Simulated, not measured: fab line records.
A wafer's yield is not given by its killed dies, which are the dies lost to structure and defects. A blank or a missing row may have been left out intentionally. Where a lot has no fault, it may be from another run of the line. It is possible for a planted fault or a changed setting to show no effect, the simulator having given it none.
A struck lot beside a sound one | flow n5_finfet | 37 steps out of a route of 1938
Sound: these wafers, L634.1, L634.2, L634.5. Struck: wafer L644.1. (L644.2, L644.3 of the same lot were not struck and are left out.) The cause comes at the end.
Each step with rows lists, per side, the tool, then ch with its chambers, then its first start. Under that, the readings that differ: sound wafers | struck wafers | difference of the means | sigmas: that difference in standard deviations of wafers without a fault.
alike: readings whose means differ by less than 2 such deviations, and words and numbers that are the same on both sides. not compared: withheld readings, readings that some wafer has no value for, bounds like >300 that may hide the same value, and numbers for which the record gives no deviation and whose values overlap.
The two part at a step that has a row with sigmas, a row that says differs or no value, or rows on one side only. When numbers do not overlap yet have no deviation, they are printed without sigmas and do not part them. A reading that every wafer of one side lacks parts them only if that side has two wafers or more.

first, 8 steps without rows for these wafers: N5_BEOL_M2_ECD_50 (material Cu, target thk 300 nm); N5_BEOL_M2_ANNEAL_51 (time 90 s); N5_BEOL_M2_CMP_52 (polishes, stops on SiOC, t overpolish 6.8 s, target thk 40 nm); N5_BEOL_M2_PRE_CLEAN_60 (time 15 s); N5_BEOL_M2_CO_CAP_55 (material Co, precursor CCTBA/H2, target thk 2 nm, time 102.1 s); N5_BEOL_M2_PRE_CLEAN_56 (time 15 s); N5_BEOL_M2_DEP_57 (deposits SiCN from 3MS/NH3, target thk 8 nm, time 14 s); N5_BEOL_M3_ILD_DEP_00 (deposits SiOC from DEMS/O2, target thk 79 nm, time 15.3 s).
N5_BEOL_M3_PECVD_72: deposits SiO2 from TEOS/O2, target thk 16 nm, time 18 s.
  sound on pecvd-01 ch 0,1,2, day 7 13:07; struck on pecvd-01 ch 2, day 10 11:47
  reading                                    | sound        | struck | difference | sigmas
  model.SiO2_of_BEOL_M3_PECVD_72.thk_nm (nm) | 15.8 15.8 16 | 11.8   | -4.1       |
  alike: heater_power_w, showerhead_plenum_p_Torr, throttle_valve_pct
  not compared: since_wet_clean_h
then, 25 steps without rows for these wafers: N5_BEOL_M3_HM_DEP_02 (deposits TiN, target thk 20 nm); N5_BEOL_M3_COAT_61 (time 60 s, resist thk 60 nm); N5_BEOL_M3_COAT_62 (time 60 s, resist thk 12 nm); N5_BEOL_M3_COAT_73 (time 60 s, resist thk 5 nm); N5_BEOL_M3_COAT_05 (resist thk 30 nm); N5_BEOL_M3_EBR_07; N5_BEOL_M3_SOFTBAKE_06 (time 60 s); N5_BEOL_M3_EXPOSE_08 (exposes mask M3); N5_BEOL_M3_PEB_09 (peb time 60 s); N5_BEOL_M3_DEVELOP_10 (develop time 30 s); N5_BEOL_M3_DESCUM_16 (chemistry O2, time 7 s); N5_BEOL_M3_ETCH_74 (etches underlayer in N2/H2, target depth 6.5 nm, time 5.2 s); N5_BEOL_M3_ETCH_63 (etches SiARC in CF4, target depth 15.6 nm, time 26 s); N5_BEOL_M3_ETCH_64 (etches SOC in N2/H2, target depth 75 nm, overetch 15 nm, time 112.5 s); N5_BEOL_M3_STRIP_65 (strips in N2/H2); N5_BEOL_M3_STRIP_75 (strips in N2/H2); N5_BEOL_M3_STRIP_66 (strips in CF4); N5_BEOL_M3_HM_OPEN_17 (chemistry Cl2/BCl3, target TiN, target depth 20 nm, overetch 6 nm); N5_BEOL_M3_STRIP_19 (strips in O2); N5_BEOL_M3_COAT_67 (time 60 s, resist thk 60 nm); N5_BEOL_M3_COAT_68 (time 60 s, resist thk 12 nm); N5_BEOL_M3_COAT_76 (time 60 s, resist thk 5 nm); N5_BEOL_M3_COAT_22 (resist thk 30 nm); N5_BEOL_M3_EBR_24; N5_BEOL_M3_SOFTBAKE_23 (time 60 s).
N5_BEOL_M3_HM_STRIP_39: strips TiN in peroxide tin strip, target depth 25 nm, time 158 s.
  sound on wet_bench-04 ch 3,4,7, day 8 06:21; struck on wet_bench-05 ch 3, day 11 04:27
  reading                                    | sound          | struck | difference | sigmas
  model.SiO2_of_BEOL_M3_PECVD_72.thk_nm (nm) | 15.6 15.6 15.8 | 11.6   | -4.1       |
N5_BEOL_M3_CMP_52: polishes, stops on SiOC, t overpolish 6.8 s, target thk 40 nm.
  sound on cmp-03 ch 0,2,3, day 8 10:01; struck on cmp-02 ch 2, day 11 08:19
  reading                      | sound          | struck | difference | sigmas
  barrier_field_endpoint_s (s) | 24.6 25.0 24.2 | 19.8   | -4.8       | -8
  alike: clearing_platen_rpm, motor_current_A
N5_BEOL_M4_RC_MEAS_101:
  sound on prober-01 ch 0, day 9 00:08; struck on prober-01 ch 0, day 11 23:22
  alike: DIBL_N, DIBL_P, IOFF_N, IOFF_P, ION_N, ION_P, SS_N, SS_P, VT_N, VT_P

## WHERE THEY PART
N5_BEOL_M3_CMP_52 only, going by this record. Later steps at which nothing parts them and some readings are alike: N5_BEOL_M4_RC_MEAS_101.

WHY: what the simulator had put in
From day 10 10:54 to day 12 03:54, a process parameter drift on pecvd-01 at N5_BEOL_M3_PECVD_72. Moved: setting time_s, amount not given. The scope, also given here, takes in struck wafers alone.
